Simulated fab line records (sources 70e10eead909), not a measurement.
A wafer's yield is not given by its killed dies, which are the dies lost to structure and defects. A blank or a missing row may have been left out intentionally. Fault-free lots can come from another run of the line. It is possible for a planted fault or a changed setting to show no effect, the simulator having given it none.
fab line records -- flow nand-harc
record: lots: 11, wafers: 33, last-day: 24
route steps=1159 shown A_STAIRCASE@533
lots that met no fault: taken from a fault-free run of the same line
start-h: hours from the record's first day to the start of the lot's first wafer shown -- wait-h: hours since the lot's step before -- " repeats the value in the row above -- L1.1+2: several wafers, shown together as one row -- - either no value or no given start -- * or withheld: withheld -- < > ~ a bound
route shown NAME@n: a module of which the file shows steps, and the number in the route of the first -- usual: mean and standard deviation over wafers with no fault -- same: alike in all rows -- chamber/n: place in a boat -- sites: the reading at each site -- _std_site: standard deviation of those values -- _edge_site: mean of outer sites minus mean of inner sites -- radius-mm: for every site, how far away it sits from the centre of the wafer -- mask NAME#n: copy n -- behind: the last tool/chamber to shape the wafer -- hold: why the lot went on hold/how many hours it stayed there/how the hold came to an end -- device: the n, p or np transistor that did not switch -- end of line: the route-end tests of the same wafers -- a step without rows: its recipe alone -- killed: count of dies lost to structure and defects at first sort (not the wafer's yield) -- map: per-die view of a wafer (x killed, . not killed, _ where there is no die)
set.NAME: the run value of the setting; set.NAME@STEP: its run value at that earlier step -- model.NAME: the simulator's own value behind a step, which no gauge read
the route's steps for a sample of lots (tables are steps, rows are wafers)
services: from which hour (start-h, from the record's first day; less than 0 if before it) a tool's chamber was out of use, for how many hours, and why
== steps ==
step: NHARC_A_STAIRCASE_STRIP_171
recipe: power-w: 1500, temp-c: 250, chemistry: O2
usual: drypump-motor-current-A: 5.81/0.26, heater-power-w: 332/39
lot.wafer,tool,chamber,start-h,wait-h,drypump-motor-current-A,heater-power-w,rf-hours-counter-h
L427.1,plasma-asher-02,0,233.86,-,5.97,340,16
L427.2,plasma-asher-02,1,233.86,-,5.61,332,16
L427.3,plasma-asher-02,1,233.86,-,5.61,337,-
L428.2,plasma-asher-01,0,241.53,-,5.50,386,45
L428.3,plasma-asher-01,0,241.53,-,5.50,385,-
L428.5,plasma-asher-01,0,241.53,-,5.52,386,-
L430.2,plasma-asher-02,1,246.62,-,5.57,333,22
L430.3,plasma-asher-02,1,246.62,-,5.62,339,-
L430.5,plasma-asher-02,1,246.62,-,5.61,331,-
L433.1,plasma-asher-02,1,260.98,-,5.63,340,25
L433.2,plasma-asher-02,0,260.98,-,5.97,357,25
L433.4,plasma-asher-02,1,260.98,-,5.62,330,-
L434.3,plasma-asher-02,0,266.52,-,5.97,354,-
L434.5,plasma-asher-02,1,266.52,-,5.60,331,-
L434.6,plasma-asher-02,0,266.52,-,5.99,345,-
L435.1,plasma-asher-02,0,278.50,-,5.95,340,33
L435.4,plasma-asher-02,1,278.50,-,5.59,334,-
L435.5,plasma-asher-02,0,278.50,-,5.95,342,-
L437.4,plasma-asher-02,0,300.71,-,5.94,354,-
L437.6,plasma-asher-02,1,300.71,-,5.60,337,-
L437.5,plasma-asher-02,0,300.71,-,5.94,341,-
L439.2,plasma-asher-01,0,308.30,-,5.53,375,5
L439.1,plasma-asher-01,1,308.30,-,6.15,271,5
L439.3,plasma-asher-01,0,308.30,-,5.50,376,-
L444.1,plasma-asher-02,0,336.66,-,5.97,342,52
L444.4,plasma-asher-02,1,336.66,-,5.63,329,-
L444.3,plasma-asher-02,0,336.66,-,5.97,349,-
L447.2,plasma-asher-02,1,351.71,-,5.64,341,57
L447.3,plasma-asher-02,0,351.71,-,5.96,342,-
L447.4,plasma-asher-02,1,351.71,-,5.60,336,-
L449.1,plasma-asher-01,0,368.30,-,5.51,378,28
L449.6,plasma-asher-01,0,368.30,-,5.53,376,-
L449.5,plasma-asher-01,1,368.30,-,6.15,268,-
step: NHARC_A_STAIRCASE_DESCUM_11
recipe: time-s: 3, o2-flow-sccm: 200, ar-flow-sccm: 0, bias-power-w: 0, chemistry: O2
usual: chamber-pressure-mTorr: 60.00/0.051, drypump-motor-current-A: 5.8/0.58, oes-product-au: 1.001/0.013, rf-vpp-V: 57.8/0.79, showerhead-plenum-p-Torr: 1.92/0.059, throttle-valve-pct: 11.312/0.0086
lot.wafer,tool,chamber,start-h,wait-h,chamber-pressure-mTorr,drypump-motor-current-A,oes-product-au,rf-hours-counter-h,rf-vpp-V,showerhead-plenum-p-Torr,throttle-valve-pct
L427.2,rie-diel-11,0,235.39,-,59.94,6.1,0.982,10,58.2,1.89,11.309
L427.3,rie-diel-11,1,235.39,-,60.01,6.4,0.994,11,58.9,1.97,11.322
L427.1,rie-diel-11,3,235.39,-,59.93,5.4,0.980,11,58.5,1.85,11.330
L428.3,rie-diel-07,3,243.07,-,60.06,5.1,0.988,2,57.5,1.93,11.309
L428.2,rie-diel-07,1,243.07,-,60.01,6.6,1.003,3,58.9,1.91,11.310
L428.5,rie-diel-07,2,243.07,-,60.01,6.1,1.005,-,58.3,1.87,11.315
L430.3,rie-diel-07,2,248.00,-,60.03,6.1,0.996,5,56.7,1.87,11.310
L430.2,rie-diel-07,3,248.00,-,60.00,5.1,0.992,5,57.9,1.93,11.320
L430.5,rie-diel-07,1,248.00,-,60.02,6.7,1.019,-,56.1,1.91,11.318
L433.2,rie-diel-11,0,262.42,-,60.01,6.2,0.983,22,58.4,1.88,11.319
L433.4,rie-diel-11,1,262.42,-,59.97,6.4,1.007,23,58.8,1.97,11.306
L433.1,rie-diel-11,3,262.42,-,60.06,5.4,0.991,23,58.4,1.84,11.319
L434.3,rie-diel-03,0,267.91,-,60.08,5.6,1.001,18,58.5,2.00,11.319
L434.6,rie-diel-03,2,267.91,-,60.12,5.6,0.995,-,57.6,2.02,11.305
L434.5,rie-diel-03,3,267.91,-,59.97,6.7,1.003,-,57.5,1.89,11.316
L435.1,rie-diel-07,0,279.86,-,59.99,5.3,1.014,16,56.6,1.96,11.329
L435.4,rie-diel-07,1,279.86,-,59.94,6.6,1.015,17,57.6,1.90,11.309
L435.5,rie-diel-07,3,279.86,-,60.00,5.1,0.997,-,60.0,1.92,11.314
L437.4,rie-diel-11,3,301.97,-,59.98,5.3,0.976,36,58.2,1.84,11.311
L437.6,rie-diel-11,3,301.97,-,60.00,5.3,0.983,-,58.3,1.84,11.304
L437.5,rie-diel-11,0,301.97,-,59.91,6.1,0.974,-,57.3,1.88,11.308
L439.1,rie-diel-07,1,309.86,-,60.06,6.7,1.013,29,58.3,1.90,11.310
L439.2,rie-diel-07,2,309.86,-,59.99,6.1,1.005,27,56.6,1.87,11.309
L439.3,rie-diel-07,0,309.86,-,60.00,5.3,1.018,29,57.0,1.96,11.313
L444.1,rie-diel-07,3,338.00,-,59.97,5.1,0.987,36,58.1,1.92,11.306
L444.3,rie-diel-07,1,338.00,-,60.00,6.7,1.016,38,56.8,1.90,11.304
L444.4,rie-diel-07,2,338.00,-,59.85,6.2,0.999,36,57.4,1.86,11.321
L447.3,rie-diel-03,3,353.05,-,60.03,6.8,1.019,52,56.7,1.88,11.311
L447.2,rie-diel-03,0,353.05,-,60.01,5.6,1.011,46,56.9,1.99,11.316
L447.4,rie-diel-03,3,353.05,-,60.04,6.8,1.013,-,56.9,1.88,11.304
L449.1,rie-diel-03,0,369.77,-,59.99,5.6,1.013,50,57.0,1.99,11.302
L449.5,rie-diel-03,0,369.77,-,60.05,5.6,1.012,-,57.9,1.99,11.312
L449.6,rie-diel-03,1,369.77,-,60.05,4.9,0.994,-,57.8,1.96,11.321
step: NHARC_A_STAIRCASE_ETCH_13
recipe: target-depth-a: 1000, time-s: 40.5, ion-energy-ev: 400, c4f8-flow-sccm: 20, o2-flow-sccm: 10, ar-flow-sccm: withheld, rf-w: 600, bias-w: 1000, chemistry: C4F8/O2
usual: chamber-pressure-mTorr: 25.000/0.023, oes-product-au: 0.940/0.015, rf-vpp-V: 896/3.8, run-length-s: 61.9/0.41
lot.wafer,tool,chamber,start-h,wait-h,chamber-pressure-mTorr,oes-product-au,rf-hours-counter-h,rf-vpp-V,run-length-s
L427.2,rie-diel-11,1,235.63,-,25.020,0.944,11,897,61.8
L427.3,rie-diel-11,3,235.63,-,25.016,0.954,11,892,62.2
L427.1,rie-diel-11,0,235.63,-,25.010,0.925,11,894,61.7
L428.3,rie-diel-07,3,243.31,-,25.008,0.945,2,897,62.6
L428.2,rie-diel-07,1,243.31,-,24.998,0.959,3,896,61.5
L428.5,rie-diel-07,0,243.31,-,24.986,0.971,-,900,61.5
L430.3,rie-diel-07,0,248.35,-,24.975,0.932,6,899,61.7
L430.2,rie-diel-07,2,248.35,-,25.021,0.925,5,893,62.1
L430.5,rie-diel-07,0,248.35,-,25.005,0.931,-,901,61.6
L433.4,rie-diel-11,1,262.96,-,24.994,0.936,23,899,61.6
L433.2,rie-diel-11,2,262.96,-,25.009,0.932,23,890,61.5
L433.1,rie-diel-11,3,262.96,-,25.011,0.913,23,891,62.5
L434.3,rie-diel-03,2,268.20,-,25.038,0.925,19,903,61.7
L434.6,rie-diel-03,3,268.20,-,25.005,0.946,-,895,62.8
L434.5,rie-diel-03,0,268.20,-,24.987,0.945,-,901,62.2
L435.4,rie-diel-07,3,280.09,-,24.989,0.940,15,896,61.8
L435.1,rie-diel-07,1,280.09,-,24.993,0.954,17,895,61.6
L435.5,rie-diel-07,3,280.09,-,24.986,0.944,-,897,61.8
L437.4,rie-diel-11,2,302.22,-,24.975,0.958,35,889,61.6
L437.5,rie-diel-11,3,302.22,-,24.967,0.939,-,893,61.6
L437.6,rie-diel-11,0,302.22,-,25.004,0.932,-,894,61.4
L439.2,rie-diel-07,0,310.27,-,24.994,0.946,29,899,61.7
L439.3,rie-diel-07,1,310.27,-,24.968,0.933,29,895,61.2
L439.1,rie-diel-07,2,310.27,-,24.965,0.937,27,894,61.6
L444.1,rie-diel-07,0,338.24,-,25.006,0.953,38,899,61.8
L444.4,rie-diel-07,2,338.24,-,24.976,0.936,36,894,61.8
L444.3,rie-diel-07,3,338.24,-,25.004,0.917,36,898,53.7
L447.3,rie-diel-03,3,353.34,-,25.012,0.952,52,893,62.8
L447.2,rie-diel-03,0,353.34,-,24.994,0.946,46,901,62.1
L447.4,rie-diel-03,3,353.34,-,24.969,0.938,-,895,62.4
L449.1,rie-diel-03,2,370.02,-,25.043,0.918,42,902,61.9
L449.6,rie-diel-03,3,370.02,-,25.027,0.944,-,893,62.4
L449.5,rie-diel-03,0,370.02,-,24.949,0.933,-,901,62.4
step: NHARC_A_STAIRCASE_TRIM_20
recipe: time-s: 211.2, o2-flow-sccm: 500, ar-flow-sccm: 0, bias-w: 0, chemistry: O2
usual: chamber-pressure-mTorr: 60.00/0.05, drypump-motor-current-A: 5.9/0.54, oes-product-au: 1.000/0.013, rf-vpp-V: 57.7/0.88, showerhead-plenum-p-Torr: 3.51/0.1, throttle-valve-pct: 17.036/0.0087
lot.wafer,tool,chamber,start-h,wait-h,chamber-pressure-mTorr,drypump-motor-current-A,oes-product-au,rf-hours-counter-h,rf-vpp-V,showerhead-plenum-p-Torr,throttle-valve-pct
L427.1,rie-diel-11,0,237.87,0.1,59.98,6.2,0.977,12,58.1,3.48,17.023
L427.3,rie-diel-11,2,237.87,0.1,60.06,5.6,1.010,14,57.8,3.34,17.029
L427.2,rie-diel-11,3,237.87,0.1,59.97,5.4,0.981,13,57.9,3.41,17.031
L428.3,rie-diel-07,0,244.20,0.1,60.06,5.3,1.010,3,57.8,3.62,17.029
L428.2,rie-diel-07,1,244.20,0.1,60.06,6.7,1.015,3,57.8,3.52,17.028
L428.5,rie-diel-07,0,244.20,0.1,60.03,5.3,1.000,-,57.6,3.62,17.044
L430.2,rie-diel-11,1,249.53,0.1,60.05,6.4,0.996,18,57.7,3.63,17.035
L430.3,rie-diel-11,3,249.53,0.1,59.93,5.3,0.994,17,57.2,3.41,17.031
L430.5,rie-diel-11,1,249.53,0.1,60.02,6.4,0.999,-,58.5,3.63,17.033
L433.4,rie-diel-11,1,264.49,0.1,60.02,6.4,1.008,24,57.7,3.62,17.036
L433.1,rie-diel-11,2,264.49,0.1,60.04,5.7,1.025,24,58.5,3.34,17.046
L433.2,rie-diel-11,0,264.49,0.1,59.99,6.1,0.991,24,56.6,3.47,17.027
L434.3,rie-diel-03,1,269.13,0.1,59.99,4.9,0.992,21,57.2,3.63,17.034
L434.5,rie-diel-03,0,269.13,0.1,59.91,5.6,1.016,-,59.5,3.67,17.024
L434.6,rie-diel-03,1,269.13,0.1,59.94,4.9,0.989,-,57.5,3.63,17.046
L435.1,rie-diel-07,1,282.41,0.1,60.02,6.7,1.011,19,57.7,3.51,17.041
L435.4,rie-diel-07,2,282.41,0.1,60.09,6.2,1.010,18,58.2,3.45,17.030
L435.5,rie-diel-07,0,282.41,0.1,60.03,5.3,1.013,-,58.1,3.61,17.031
L437.4,rie-diel-07,0,303.12,0.1,59.99,5.3,1.013,26,57.8,3.61,17.043
L437.6,rie-diel-07,2,303.12,0.1,59.99,6.2,0.999,-,58.2,3.45,17.026
L437.5,rie-diel-07,3,303.12,0.1,60.03,5.1,0.991,-,58.8,3.54,17.020
L439.2,rie-diel-07,2,313.03,0.1,59.98,6.2,1.007,29,58.3,3.45,17.036
L439.3,rie-diel-07,3,313.03,0.1,60.07,5.1,0.979,29,58.7,3.54,17.041
L439.1,rie-diel-07,0,313.03,0.1,59.97,5.3,1.014,30,58.2,3.61,17.034
L444.4,rie-diel-07,2,339.13,0.1,59.95,6.2,0.999,37,57.8,3.44,17.039
L444.3,rie-diel-07,3,339.13,0.1,59.97,5.1,0.991,36,56.7,3.54,17.028
L444.1,rie-diel-07,0,339.13,0.1,60.04,5.3,1.017,38,57.2,3.60,17.054
L447.4,rie-diel-11,0,354.35,0.1,60.01,6.1,0.981,60,57.0,3.45,17.033
L447.3,rie-diel-11,1,354.35,0.1,59.98,6.4,1.004,57,58.4,3.60,17.039
L447.2,rie-diel-11,3,354.35,0.1,60.00,5.3,0.987,59,57.7,3.39,17.048
L449.1,rie-diel-03,2,370.94,0.1,59.99,5.6,1.000,42,57.7,3.70,17.035
L449.6,rie-diel-03,1,370.94,0.1,59.99,4.9,0.991,-,57.3,3.61,17.027
L449.5,rie-diel-03,2,370.94,0.1,59.93,5.7,1.004,-,57.3,3.70,17.021
== services ==
tool,chamber,start-h,hours,kind
rie-diel-03,-,215.46,9.0,pm
rie-diel-07,2,220.26,4.4,repair
rie-diel-07,-,228.35,9.0,pm
rie-diel-07,0,228.35,9.0,vent-cycle
rie-diel-07,1,228.35,9.0,vent-cycle
rie-diel-07,2,228.35,9.0,vent-cycle
rie-diel-07,3,228.35,9.0,vent-cycle
rie-diel-07,0,237.35,-,clean
rie-diel-07,1,237.35,-,clean
rie-diel-07,2,237.35,-,clean
rie-diel-07,3,237.35,-,clean
plasma-asher-02,-,256.75,4.2,repair
rie-diel-03,0,269.25,10.1,repair
plasma-asher-01,-,276.00,9.0,pm
rie-diel-03,-,281.47,2.5,repair
rie-diel-03,2,288.86,36.9,repair
rie-diel-03,1,298.74,9.8,repair
rie-diel-03,0,305.88,5.3,repair
rie-diel-11,-,346.13,0.5,repair
rie-diel-03,1,350.16,4.0,repair
rie-diel-11,-,355.38,0.4,repair
plasma-asher-02,-,360.00,9.0,pm
rie-diel-11,1,361.75,2.5,repair
rie-diel-11,-,366.50,9.0,pm
== key ==
first-sign: step: NHARC_A_STAIRCASE_ETCH_13, reading: run-length-s, direction: down, sigmas: 20, usual: *, struck: *
effect none on later readings
met-at NHARC_A_STAIRCASE_ETCH_13
struck-lots L444
struck-wafers L444.3
tester-left-out L444
not-acting-at NHARC_A_STAIRCASE_STRIP_171,NHARC_A_STAIRCASE_DESCUM_11,NHARC_A_STAIRCASE_TRIM_20
onset-between 310.27 338.24
fault: kind: process-parameter-drift, tool: rie-diel-07, chamber: -, onset-h: 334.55, steps: NHARC_A_STAIRCASE_ETCH_13, channel: time-s, offset: *, shape: step, end-h: 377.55, scope: struck-wafers-only, acts-in: *, stated: *
tester-left-out: of these lots the tester's yield and bins aren't shown, on N5 and GAA mostly nor the transistor test; their killed dies are dies lost to structure and defects alone, not to doping, threshold or leakage, so they don't give the yield
